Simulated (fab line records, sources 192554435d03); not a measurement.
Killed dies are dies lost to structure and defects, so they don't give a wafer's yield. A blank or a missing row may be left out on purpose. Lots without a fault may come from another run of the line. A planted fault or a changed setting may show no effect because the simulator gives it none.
fab line records | flow n5_finfet
record lots=6 wafers=18 last_day=17
route steps=1938 shown BEOL_M4@1052 PASSIVATION@1936
lots that met no fault: from a run of the same line without faults
start_h: hours from the record's first day to the start of the lot's first wafer shown | wait_h: hours since the lot's step before | " the same as in the row above | L1.1+2: a row that stands for several wafers | - no value, or no start given | * or withheld: withheld | < > ~ a bound
route shown NAME@n: a module of which the file shows steps, and the number in the route of the first | usual: mean/standard deviation of fault-free wafers | same: alike in all rows | chamber/n: place in a boat | sites: the reading at each site | _std_site: their standard deviation | _edge_site: outer sites' mean less inner sites' | radius_mm: how far each site lies from the wafer's centre | mask NAME#n: copy n | behind: the tool/chamber that last shaped the wafer | hold: why the lot was held/for how many hours/how that ended | device: the transistor (n, p or np) that didn't switch | end of line: the same wafers' tests at the end of the route | a step without rows: its recipe alone | killed: dies lost to structure and defects at the first sort, not the wafer's yield | map: a wafer's dies, x killed, . not, _ none there
set.NAME: the setting as run; set.NAME@STEP: as run at that earlier step | model.NAME: the simulator's own value behind a step, which no gauge read
lots at some steps of the route; a table a step, a row a wafer
services: from which hour (start_h, from the record's first day; less than 0 if before it) a tool's chamber was out of use, for how many hours, and why
## steps
# step N5_BEOL_M4_SOFTBAKE_23
# recipe temp_c=110 time_s=60 resist=CAR-EUV
# step N5_BEOL_M4_EXPOSE_25
# recipe mask_id=V3 na=0.33 source_shape=quasar sigma_inner=0.2 sigma_outer=0.8 polarization=unpolarized defocus_nm=5 dose_mj=63
# step N5_BEOL_M4_PEB_26
# recipe peb_temp_c=100 peb_time_s=60 resist=CAR-EUV
# step N5_BEOL_M4_DEVELOP_27
# recipe develop_time_s=30 developer=TMAH resist=CAR-EUV rinse_liquid=surfactant_rinse dry=air_spin dev_temp_c=23
# step N5_BEOL_M4_CD_MEAS_28
# recipe target_cd_nm=26.2 landing_energy_ev=500 detector=se_inlens target_cd_y_nm=24.1 polarity=opening
# usual cd_nm=26.3/0.31
# columns lot.wafer tool chamber start_h wait_h cd_nm
L309.3 cd_sem-01 0 167.74 - 26.1
L309.4 " 0 " " 25.9
L309.6 " 0 " " 26.5
L311.1 cd_sem-03 0 180.36 - 26.5
L311.2 " 0 " " 25.8
L311.4 " 0 " " 26.2
L313.1 cd_sem-03 0 195.32 - 25.9
L313.3 " 0 " " 26.5
L313.6 " 0 " " 26.7
L315.2 cd_sem-01 0 213.95 - 26.1
L315.4 " 0 " " 26.3
L315.5 " 0 " " 26.5
L323.4 cd_sem-02 0 258.12 - 26.8
L323.5 " 0 " " 26.5
L323.6 " 0 " " 26.6
L330.1 cd_sem-03 0 292.86 - 26.2
L330.4 " 0 " " 26.2
L330.5 " 0 " " 26.7
# step N5_BEOL_M4_OVL_MEAS_29
# recipe points_per_wafer=522
# usual V3_OVL=-0.2/0.73
# columns lot.wafer tool chamber start_h wait_h V3_OVL[nm]
L309.3 overlay-02 0 167.78 0.0 -1.6
L309.4 " 0 " " -1.8
L309.6 " 0 " " -1.7
L311.1 overlay-02 0 180.39 0.0 0.4
L311.2 " 0 " " -0.8
L311.4 " 0 " " -0.6
L313.1 overlay-01 0 195.36 0.0 -1.0
L313.3 " 0 " " -0.5
L313.6 " 0 " " 0.4
L315.2 overlay-02 0 213.98 0.0 0.3
L315.4 " 0 " " 1.3
L315.5 " 0 " " 0.9
L323.4 overlay-01 0 258.17 0.0 -0.2
L323.5 " 0 " " -0.1
L323.6 " 0 " " -0.6
L330.1 overlay-01 0 292.89 0.0 -0.4
L330.4 " 0 " " -0.8
L330.5 " 0 " " 0.0
# step N5_BEOL_M4_INSPECT_30
# recipe mode=adi inspect_instrument=brightfield
# usual raw_defect_count=423/84
# columns lot.wafer tool chamber start_h wait_h raw_defect_count
L309.3 defect_inspect-02 - 167.83 0.0 399
L309.4 " - " " 594
L309.6 " - " " 625
L311.1 defect_inspect-01 - 180.45 0.1 384
L311.2 " - " " 449
L311.4 " - " " 463
L313.1 defect_inspect-02 - 195.41 0.1 482
L313.3 " - " " 440
L313.6 " - " " 436
L315.2 defect_inspect-01 - 214.04 0.0 342
L315.4 " - " " 396
L315.5 " - " " 451
L323.4 defect_inspect-02 - 258.21 0.0 478
L323.5 " - " " 524
L323.6 " - " " 359
L330.1 defect_inspect-01 - 292.95 0.1 384
L330.4 " - " " 446
L330.5 " - " " 365
# step N5_BEOL_M4_DESCUM_33
# recipe chemistry=O2 time_s=7 source_power_w=50 bias_power_w=20 pressure_mtorr=20 rf_frequency_hz=2.712e+07 temp_c=40 resist=CAR-EUV o2_flow_sccm=225
# usual drypump_motor_current_A=5.7/0.66 oes_product_au=0.82/0.082 rf_vpp_V=242.8/1.5 showerhead_plenum_p_Torr=2.06/0.072 throttle_valve_pct=20.45/0.21
# columns lot.wafer tool chamber start_h wait_h drypump_motor_current_A oes_product_au rf_hours_counter_h rf_vpp_V showerhead_plenum_p_Torr throttle_valve_pct
L309.3 rie_diel-04 0 167.86 0.0 5.5 0.76 137 243.0 2.00 20.37
L309.4 " 3 " " 5.7 0.87 61 243.1 2.06 20.72
L309.6 " 2 " " 5.9 0.68 - 242.4 2.05 20.51
L311.1 rie_diel-03 2 180.49 0.0 4.8 0.89 32 243.4 2.06 20.11
L311.2 " 0 " " 5.0 0.88 39 243.9 2.15 20.67
L311.4 " 1 " " 6.6 0.68 229 243.7 1.97 20.63
L313.1 rie_diel-04 3 195.73 0.3 5.7 0.86 71 240.8 2.06 20.75
L313.3 " 0 " " 5.5 0.74 145 241.2 2.00 20.39
L313.6 " 0 " " 5.5 0.74 - 241.3 2.00 20.41
L315.2 rie_diel-04 1 214.07 0.0 6.1 0.85 62 243.2 2.05 20.37
L315.4 " 1 " " 6.1 0.85 - 243.9 2.05 20.38
L315.5 " 2 " " 5.8 0.68 - 242.8 2.04 20.55
L323.4 rie_diel-06 2 258.67 0.5 5.4 0.69 247 241.7 1.96 20.62
L323.5 " 2 " " 5.4 0.69 - 241.2 1.96 20.61
L323.6 " 1 " " 4.9 0.79 - 242.2 2.00 20.38
L330.1 rie_diel-06 0 292.99 0.0 5.2 0.80 102 242.0 2.01 20.44
L330.4 " 0 " " 5.2 0.80 - 241.1 2.01 20.42
L330.5 " 3 " " 6.7 0.88 - 242.0 2.06 20.58
# step N5_BEOL_M4_ETCH_77
# recipe chemistry=N2/H2 target=underlayer target_depth_a=65 mask_material=CAR-EUV time_s=5.2 ion_energy_ev=200 pressure_mtorr=30 source_w=840 bias_w=150 n2_flow_sccm=200 h2_flow_sccm=200 ends=cleared
# usual drypump_motor_current_A=5.7/0.66 etch_rf_on_time_s=5.19/0.12 h2_flow_sccm=200.0/0.67 oes_product_au=0.70/0.069 rf_vpp_V=522.7/2.7 showerhead_plenum_p_Torr=2.50/0.08 throttle_valve_pct=17.88/0.23
# columns lot.wafer tool chamber start_h wait_h drypump_motor_current_A etch_rf_on_time_s h2_flow_sccm oes_product_au rf_hours_counter_h rf_vpp_V showerhead_plenum_p_Torr throttle_valve_pct
L309.3 rie_diel-04 0 167.90 0.0 5.5 5.31 200.2 0.63 137 521.5 2.44 17.88
L309.4 " 3 " " 5.7 5.09 200.1 0.72 61 523.9 2.46 17.93
L309.6 " 2 " " 5.8 5.14 200.2 0.60 - 526.8 2.51 18.13
L311.1 rie_diel-03 2 180.52 0.0 4.8 5.07 199.7 0.76 32 525.1 2.51 17.58
L311.2 " 0 " " 5.0 5.13 199.7 0.76 39 524.3 2.59 17.92
L311.4 " 1 " " 6.6 5.16 200.7 0.58 229 519.6 2.42 18.31
L313.1 rie_diel-04 3 195.77 0.0 5.7 5.19 200.8 0.71 71 521.2 2.46 17.98
L313.3 " 0 " " 5.5 5.36 200.1 0.62 145 520.1 2.44 17.89
L313.6 " 0 " " 5.5 5.31 201.7 0.63 - 519.2 2.44 17.89
L315.2 rie_diel-04 1 214.11 0.0 6.1 5.06 200.4 0.73 62 522.2 2.48 17.61
L315.4 " 1 " " 6.1 5.04 200.6 0.72 - 522.0 2.48 17.63
L315.5 " 2 " " 5.9 5.21 200.6 0.58 - 523.6 2.51 18.16
L323.4 rie_diel-06 2 258.71 0.0 5.4 5.46 200.2 0.58 247 521.4 2.41 18.27
L323.5 " 2 " " 5.4 5.45 200.4 0.59 - 519.0 2.41 18.24
L323.6 " 1 " " 4.8 5.27 200.1 0.67 - 522.8 2.46 17.92
L330.1 rie_diel-06 0 293.02 0.0 5.1 5.27 199.5 0.67 102 523.6 2.46 17.98
L330.4 " 0 " " 5.2 5.27 200.8 0.68 - 519.7 2.46 17.98
L330.5 " 3 " " 6.7 5.31 200.2 0.75 - 522.3 2.47 17.83
# step N5_BEOL_M4_ETCH_69
# recipe chemistry=CF4 target=SiARC target_depth_a=156 mask_material=CAR-EUV time_s=26 ion_energy_ev=80 pressure_mtorr=40 source_w=545 bias_w=36 Ar_flow_sccm=100 cf4_flow_sccm=100 ends=cleared
# usual drypump_motor_current_A=5.7/0.65 etch_rf_on_time_s=25.8/0.64 oes_product_au=0.70/0.068 rf_vpp_V=183.7/1.2 showerhead_plenum_p_Torr=2.11/0.067 throttle_valve_pct=15.62/0.23
# columns lot.wafer tool chamber start_h wait_h drypump_motor_current_A etch_rf_on_time_s oes_product_au rf_hours_counter_h rf_vpp_V showerhead_plenum_p_Torr throttle_valve_pct
L309.3 rie_diel-04 0 167.91 0.0 5.5 26.5 0.64 137 182.9 2.06 15.63
L309.4 " 3 " " 5.6 25.4 0.74 61 183.3 2.10 15.77
L309.6 " 2 " " 5.9 25.9 0.60 - 184.6 2.13 15.90
L311.1 rie_diel-03 2 180.54 0.0 4.8 25.4 0.77 32 184.4 2.09 15.17
L311.2 " 0 " " 5.0 25.7 0.76 39 185.1 2.19 15.69
L311.4 " 1 " " 6.6 26.0 0.58 229 183.9 2.03 15.90
L313.1 rie_diel-04 3 195.79 0.0 5.6 25.7 0.72 71 182.5 2.10 15.81
L313.3 " 0 " " 5.5 26.4 0.63 145 183.8 2.06 15.65
L313.6 " 0 " " 5.5 26.4 0.63 - 182.6 2.06 15.65
L315.2 rie_diel-04 1 214.12 0.0 6.1 24.4 0.74 62 183.3 2.09 15.41
L315.4 " 1 " " 6.1 24.6 0.74 - 182.1 2.09 15.42
L315.5 " 2 " " 5.8 25.4 0.59 - 183.4 2.12 15.94
L323.4 rie_diel-06 2 258.72 0.0 5.4 26.7 0.58 247 182.5 2.03 15.93
L323.5 " 2 " " 5.3 26.9 0.59 - 182.8 2.03 15.92
L323.6 " 1 " " 4.9 26.2 0.67 - 184.5 2.07 15.66
L330.1 rie_diel-06 0 293.04 0.0 5.2 27.2 0.67 102 183.1 2.09 15.70
L330.4 " 0 " " 5.2 26.9 0.67 - 184.0 2.09 15.69
L330.5 " 3 " " 6.7 27.0 0.74 - 184.0 2.09 15.59
# step N5_BEOL_M4_ALD_98
# recipe material=SiO2 target_thk_a=25 temp_c=100 ald_precursor_family=BDEAS ald_co_reactant=O2-plasma pulse_time_s=1 co_reactant_pulse_time_s=1 purge_time_s=2 co_reactant_purge_time_s=2 ald_cycles=17 pressure_torr=2
# usual heater_power_w=77/8 precursor_pulse_height_rel=1.001/0.019
# same purge_time_s=2
# columns lot.wafer tool chamber start_h wait_h heater_power_w precursor_pulse_height_rel
L309.3 ald_sin-02 2 168.00 0.1 75 1.018
L309.4 " 1 " " 78 0.986
L309.6 " 1 " " 77 0.996
L311.1 ald_sin-04 1 180.97 0.4 84 0.986
L311.2 " 0 " " 62 1.033
L311.4 " 2 " " 80 1.014
L313.1 ald_sin-02 1 195.87 0.1 79 0.988
L313.3 " 2 " " 78 0.993
L313.6 " 0 " " 65 1.016
L315.2 ald_sin-01 2 214.63 0.5 83 1.002
L315.4 " 1 " " 72 1.016
L315.5 " 1 " " 71 0.986
L323.4 ald_sin-04 2 258.89 0.1 80 1.021
L323.5 " 3 " " 87 0.993
L323.6 " 0 " " 63 1.016
L330.1 ald_sin-04 1 293.12 0.1 83 0.996
L330.4 " 3 " " 88 0.994
L330.5 " 1 " " 86 0.969
# step N5_BEOL_M4_ETCHBACK_99
# recipe chemistry=CHF3 target=SiO2 target_depth_a=50 time_s=10.4 source_w=215 bias_w=47 Ar_flow_sccm=200 CHF3_flow_sccm=12 ion_energy_ev=100 pressure_mtorr=30
# usual drypump_motor_current_A=5.7/0.56 oes_product_au=0.81/0.083 rf_vpp_V=239/4.1 showerhead_plenum_p_Torr=2.10/0.06 throttle_valve_pct=17.09/0.23
# columns lot.wafer tool chamber start_h wait_h drypump_motor_current_A oes_product_au rf_hours_counter_h rf_vpp_V showerhead_plenum_p_Torr throttle_valve_pct
L309.3 rie_diel-04 3 170.40 2.4 5.6 0.86 63 239 2.11 17.24
L309.4 " 2 " " 5.8 0.69 225 236 2.13 17.35
L309.6 " 2 " " 5.8 0.68 - 236 2.13 17.34
L311.1 rie_diel-04 1 186.19 5.2 6.1 0.86 52 234 2.08 16.77
L311.2 " 0 " " 5.5 0.74 142 238 2.06 17.04
L311.4 " 3 " " 5.6 0.85 67 235 2.11 17.27
L313.1 rie_diel-04 2 199.91 4.0 5.9 0.68 235 235 2.13 17.38
L313.3 " 0 " " 5.5 0.75 146 239 2.06 17.05
L313.6 " 3 " " 5.7 0.84 - 237 2.11 17.28
L315.2 rie_diel-06 2 215.23 0.5 5.4 0.69 236 237 2.04 17.37
L315.4 " 0 " " 5.1 0.83 75 243 2.11 17.13
L315.5 " 2 " " 5.4 0.70 - 234 2.04 17.35
L323.4 rie_diel-04 1 263.41 4.5 6.1 0.82 - 236 2.07 16.83
L323.5 " 0 " " 5.5 0.73 - 238 2.05 17.07
L323.6 " 3 " " 5.6 0.82 - 239 2.10 17.33
L330.1 rie_diel-04 1 297.13 4.0 6.1 0.81 91 235 2.07 16.84
L330.4 " 0 " " 5.5 0.72 180 237 2.05 17.11
L330.5 " 3 " " 5.6 0.81 - 239 2.09 17.36
# step N5_BEOL_M4_ETCH_70
# recipe chemistry=N2/H2 target=SOC target_depth_a=800 overetch_a=240 mask_material=SiARC temp_c=40 time_s=130 ion_energy_ev=200 pressure_mtorr=30 source_w=840 bias_w=150 n2_flow_sccm=200 h2_flow_sccm=200
# usual drypump_motor_current_A=5.7/0.56 h2_flow_sccm=200.0/0.55 oes_product_au=0.59/0.057 rf_vpp_V=522.2/2 showerhead_plenum_p_Torr=2.48/0.062 throttle_valve_pct=17.84/0.22
# columns lot.wafer tool chamber start_h wait_h drypump_motor_current_A h2_flow_sccm oes_product_au rf_hours_counter_h rf_vpp_V showerhead_plenum_p_Torr throttle_valve_pct model.SiARC_of_BEOL_M4_COAT_68.thk_nm
L309.3 rie_diel-04 3 170.44 0.0 5.7 199.2 0.62 63 521.6 2.46 17.90 5.6
L309.4 " 2 " " 5.8 200.6 0.51 225 524.9 2.51 18.08 5.8
L309.6 " 2 " " 5.8 200.0 0.52 - 523.8 2.51 18.09 5.8
L311.1 rie_diel-04 1 186.23 0.0 6.1 200.4 0.63 52 521.4 2.48 17.55 2.4
L311.2 " 0 " " 5.5 199.8 0.55 142 520.3 2.44 17.84 3
L311.4 " 3 " " 5.6 199.4 0.62 67 523.1 2.46 17.91 2.8
L313.1 rie_diel-04 2 199.94 0.0 5.8 200.0 0.51 235 523.5 2.51 18.10 2.8
L313.3 " 0 " " 5.5 200.2 0.56 146 520.6 2.44 17.85 3
L313.6 " 3 " " 5.7 200.0 0.62 - 521.2 2.46 17.92 2.8
L315.2 rie_diel-06 2 215.27 0.0 5.4 200.2 0.52 236 521.4 2.41 18.19 6
L315.4 " 0 " " 5.2 199.9 0.61 75 522.0 2.47 17.90 5.8
L315.5 " 2 " " 5.4 200.1 0.52 - 521.5 2.41 18.21 6
L323.4 rie_diel-04 1 263.47 0.0 6.2 199.6 0.60 - 521.4 2.47 17.60 5.6
L323.5 " 0 " " 5.5 199.9 0.54 - 520.8 2.43 17.90 6
L323.6 " 3 " " 5.6 200.0 0.59 - 522.7 2.44 17.96 5.8
L330.1 rie_diel-04 1 297.17 0.0 6.1 201.4 0.59 91 521.8 2.47 17.62 5.6
L330.4 " 0 " " 5.5 200.0 0.53 180 519.3 2.43 17.91 6
L330.5 " 3 " " 5.6 199.9 0.59 - 521.1 2.44 17.98 5.8
# step N5_BEOL_M4_STRIP_71
# recipe chemistry=N2/H2 temp_c=40 n2_flow_sccm=200 h2_flow_sccm=200 rf_frequency_hz=6e+07
# step N5_BEOL_M4_RC_MEAS_101
# usual DIBL_N=36.0/1.6 DIBL_P=36.1/2 IOFF_N=0.160/0.029 IOFF_P=0.21/0.039 ION_N=675/13 ION_P=464/8.8 SS_N=71.5/0.58 SS_P=73.3/0.65 VT_N=250/3.3 VT_P=-249/3.6
# columns lot.wafer tool chamber start_h wait_h DIBL_N[mV/V] DIBL_P[mV/V] IOFF_N[nA/um] IOFF_P[nA/um] ION_N[uA/um] ION_P[uA/um] SS_N[mV/dec] SS_P[mV/dec] VT_N[mV] VT_P[mV]
L309.3 prober-01 0 175.47 0.3 33.1 32.5 0.111 0.15 661 457 70.5 72.0 253 -253
L309.4 " 0 " " 34.1 34.1 0.128 0.17 670 451 71.3 71.9 253 -251
L309.6 " 0 " " 38.0 38.3 0.197 0.23 678 456 72.6 73.2 246 -248
L311.1 prober-02 0 191.04 0.0 32.2 33.8 0.122 0.18 669 465 70.1 72.2 254 -252
L311.2 " 0 " " 37.0 39.5 0.202 0.27 706 486 72.7 74.6 246 -246
L311.4 " 0 " " 33.7 35.0 0.134 0.19 668 457 70.6 73.3 253 -250
L313.1 prober-01 0 204.34 0.0 35.6 35.6 0.160 0.19 655 449 71.4 73.5 252 -252
L313.3 " 0 " " 35.5 37.7 0.152 0.21 669 455 71.2 74.0 254 -251
L313.6 " 0 " " 37.6 38.3 0.188 0.23 671 457 71.9 74.1 249 -249
L315.2 prober-01 0 220.12 0.2 37.2 38.4 0.187 0.22 691 466 71.3 73.4 248 -250
L315.4 " 0 " " 34.9 36.0 0.141 0.19 660 454 71.3 72.4 252 -254
L315.5 " 0 " " 35.6 36.9 0.153 0.20 671 463 70.6 73.3 250 -252
L323.4 prober-02 0 268.35 0.5 35.2 36.3 0.154 0.23 669 466 72.0 73.8 249 -247
L323.5 " 0 " " 33.2 33.6 0.123 0.19 671 468 70.5 72.8 252 -247
L323.6 " 0 " " 37.5 38.1 0.183 0.24 667 463 71.9 73.9 249 -249
L330.1 prober-01 0 301.85 0.0 37.7 37.7 0.188 0.25 670 463 72.1 73.4 248 -244
L330.4 " 0 " " 36.6 37.8 0.174 0.26 666 471 72.0 73.7 248 -244
L330.5 " 0 " " 35.3 35.9 0.151 0.22 675 465 70.9 72.9 249 -248
# step N5_PASSIVATION_PROBE_49
# usual defect_limited_yield=91.0/1.3 killed_at_M0_to_M3=36/9.5 killed_at_M4_up=14/5.6 killed_at_contacts=12/6.4 killed_at_front_end=40/10 killed_at_other=3.2/3 killed_dies=107/15 killed_open=69/12 killed_short=35/7.7 sort_bin_5_function=5.3/0.91 sort_bin_6_memory=3.3/0.65 sort_bin_8_speed=0.00/0.012 sort_n_pass=1073/15 sort_yield_pct=91.0/1.3
# same gross_dies=1180 killed_at_back_side=0 sort_bin_4_leakage[%]=0
# columns lot.wafer tool chamber start_h wait_h defect_limited_yield[%] killed_at_M0_to_M3 killed_at_M4_up killed_at_contacts killed_at_front_end killed_at_other killed_dies killed_open killed_short sort_bin_5_function[%] sort_bin_6_memory[%] sort_bin_8_speed[%] sort_n_pass sort_yield_pct[%]
L313.1 prober-01 - 303.32 0.0 89.6 27 27 22 43 4 123 90 31 5.7 4.2 0 1057 89.6
# killed by level:class
L313.1 MOL_CONTACT_COAG:geometric_particle:open=19 FIN_SAQP:geometric_particle:open=17 BEOL_M4:geometric_particle:open=12 STI_FIN_REVEAL:geometric_particle:open=11 BEOL_M2:geometric_particle:open=9 BEOL_M3:geometric_particle:short=6 BEOL_M7:geometric_particle:open=5 FIN_SAQP:geometric_particle:short=4
## services
# columns tool chamber start_h hours kind
rie_diel-04 0 148.13 8.1 repair
ald_sin-01 - 176.75 14.0 pm
ald_sin-01 2 194.30 4.3 repair
ald_sin-02 0 197.62 23.9 repair
ald_sin-02 - 206.28 1.0 repair
rie_diel-04 2 239.29 - clean
rie_diel-04 2 239.29 - consumable_replace:focus_ring
rie_diel-04 2 239.29 25.0 scheduled_down
rie_diel-04 2 239.29 25.0 vent_cycle
rie_diel-03 1 241.09 - clean
rie_diel-03 1 241.09 - consumable_replace:focus_ring
rie_diel-03 1 241.09 - consumable_replace:showerhead
rie_diel-06 2 243.08 8.3 repair
ald_sin-04 - 250.61 6.1 pm
ald_sin-02 1 250.79 19.6 repair
ald_sin-01 0 250.92 7.7 repair
ald_sin-02 - 268.25 14.0 pm
ald_sin-02 0 268.25 14.0 vent_cycle
rie_diel-06 2 268.31 - clean
rie_diel-06 2 268.31 - consumable_replace:focus_ring
rie_diel-06 2 268.31 - consumable_replace:showerhead
rie_diel-06 2 268.31 28.1 scheduled_down
rie_diel-06 2 268.31 28.1 vent_cycle
rie_diel-04 3 281.53 2.6 repair
## key
first_sign none at tools or gauges
model_effect step=N5_BEOL_M4_ETCH_70 value=SiARC_of_BEOL_M4_COAT_68.thk_nm without=5.833 struck=2.8
met_at N5_BEOL_M4_ETCH_70
struck_wafers L311.1,L311.2,L311.4,L313.1,L313.3,L313.6
onset_between 170.44 186.23
fault kind=process_parameter_drift tool=rie_diel-04 chamber=- onset_h=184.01 steps=N5_BEOL_M4_ETCH_70 channel=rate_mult offset=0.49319 shape=step end_h=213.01
